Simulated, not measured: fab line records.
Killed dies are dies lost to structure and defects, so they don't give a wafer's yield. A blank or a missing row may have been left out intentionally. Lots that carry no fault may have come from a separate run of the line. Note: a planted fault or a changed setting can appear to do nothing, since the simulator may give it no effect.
A struck lot beside a sound one + flow n5_finfet + 17 out of 1938 route steps
Sound: wafers L203.2, L203.4, L203.6. Struck: wafers L191.1, L191.3, L191.6. The cause is given at the end.
Order at every step that has rows: each side's tool, ch and its chambers, its first start. Under that, the readings that differ: sound wafers + struck wafers + difference of the means + sigmas: that difference in standard deviations of wafers without a fault.
alike: words and numbers the same on both sides, and readings whose means are apart by under 2 such deviations; not compared: readings that were withheld, readings missing a value for some wafer, numbers with overlapping values and no deviation given by the record, and bounds like >300 which may hide the same value.
A row with sigmas, a row that says differs or no value, or rows on one side alone: a step with any of these is where the two part. Numbers that have no deviation but don't overlap get no sigmas and don't part them. A reading missing from all wafers of one side parts the sides only when that side holds two or more wafers.

first, 9 steps without rows for these wafers: N5_HKMG_FIN_SOFTBAKE_44 (time 60 s); N5_HKMG_FIN_EXPOSE_46 (exposes mask NDIPOLE); N5_HKMG_FIN_PEB_47 (peb time 60 s); N5_HKMG_FIN_DEVELOP_48 (develop time 30 s); N5_HKMG_FIN_DESCUM_53 (chemistry O2, time 7.9 s); N5_HKMG_FIN_ETCH_54 (etches SiARC in CF4, target depth 45.5 nm, time 75.8 s); N5_HKMG_FIN_ETCH_55 (etches SOC in N2/H2, target depth 240 nm, time 300 s); N5_HKMG_FIN_STRIP_56 (strips in N2/H2); N5_HKMG_FIN_STRIP_57 (strips in CF4).
N5_HKMG_FIN_ETCH_58: etches SOC in N2/H2, target depth 215.8 nm, time 741 s.
  sound on rie_diel-02 ch 0,2, day 9 17:07; struck on rie_diel-06 ch 1,3, day 7 02:33
| reading                                   | sound           | struck            | difference | sigmas |
|-------------------------------------------|-----------------|-------------------|------------|--------|
| oes_product_au (a.u.)                     | 0.85 0.71 0.86  | 0.88 1.05 1.04    | +0.18      | +3     |
| model.etch.depth_nm (nm)                  | 219.1 210 219.5 | 303.9 302.7 301.5 | +86.5      |        |
| model.HKMG_FIN.feature_depth_nm (nm)      | 219.2 210 219.4 | 303.8 302.6 301.4 | +86.4      |        |
| model.SOC_of_HKMG_FIN_COAT_41.thk_nm (nm) | 80.4 90 80      | 0 0 0             | -83        |        |
  alike: drypump_motor_current_A, h2_flow_sccm, rf_vpp_V, showerhead_plenum_p_Torr, throttle_valve_pct
  not compared: rf_hours_counter_h
N5_HKMG_FIN_STRIP_93: strips SOC in N2/H2, time 20 s.
  sound on rie_diel-02 ch 0,2, day 9 17:32; struck on rie_diel-06 ch 1,3, day 7 02:59
| reading                                   | sound          | struck | difference | sigmas |
|-------------------------------------------|----------------|--------|------------|--------|
| model.SOC_of_HKMG_FIN_COAT_41.thk_nm (nm) | 69.6 79.8 69.4 | 0 0 0  | -73        |        |
  alike: drypump_motor_current_A, h2_flow_sccm, oes_product_au, rf_vpp_V, showerhead_plenum_p_Torr, throttle_valve_pct
  not compared: rf_hours_counter_h
then, 2 steps without rows for these wafers: N5_HKMG_FIN_WET_ETCH_76 (etches Al2O3 in dNH4OH, stops on La2O3, target depth 2.25 nm, rinse time 30 s); N5_HKMG_FIN_STRIP_60 (strips in N2/H2, time 360 s).
N5_HKMG_FIN_WET_ETCH_77: etches La2O3 in dHCl, stops on HfO2, target depth 2 nm.
  sound on wet_bench-02 ch 1,2,3, day 9 18:04; struck on wet_bench-02 ch 0,2,6, day 7 03:31
| reading                                    | sound | struck      | difference | sigmas |
|--------------------------------------------|-------|-------------|------------|--------|
| model.Al2O3_of_HKMG_FIN_ALD_75.thk_nm (nm) | 1 1 1 | 0.6 0.6 0.6 | -0.4       |        |
then, 1 step without rows for these wafers: N5_HKMG_FIN_WET_ETCH_78 (etches Al2O3 in dNH4OH, stops on La2O3, target depth 4.5 nm, rinse time 30 s).
-- a jump in the record: the struck wafers' starts before and after are 4 days apart (it breaks off in module HKMG_FIN and resumes in module BEOL_M4, where the first step shown is number 1111 of the route) --
N5_BEOL_M4_RC_MEAS_101:
  sound on prober-02 ch 0, day 13 15:55; struck on prober-01 ch 0, day 10 20:20
| reading       | sound       | struck      | difference | sigmas |
|---------------|-------------|-------------|------------|--------|
| ION_N (uA/um) | 691 677 688 | 663 653 661 | -26        | -2     |
  alike: DIBL_N, DIBL_P, IOFF_N, IOFF_P, ION_P, SS_N, SS_P, VT_N, VT_P
then, 1 step without rows for these wafers: N5_PASSIVATION_PROBE_49.

WHERE THEY PART
First at N5_HKMG_FIN_ETCH_58; last, within this record, at N5_BEOL_M4_RC_MEAS_101.

WHY: what the simulator had put in
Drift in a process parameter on rie_diel-06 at N5_HKMG_FIN_ETCH_58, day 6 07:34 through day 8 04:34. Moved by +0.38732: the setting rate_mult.
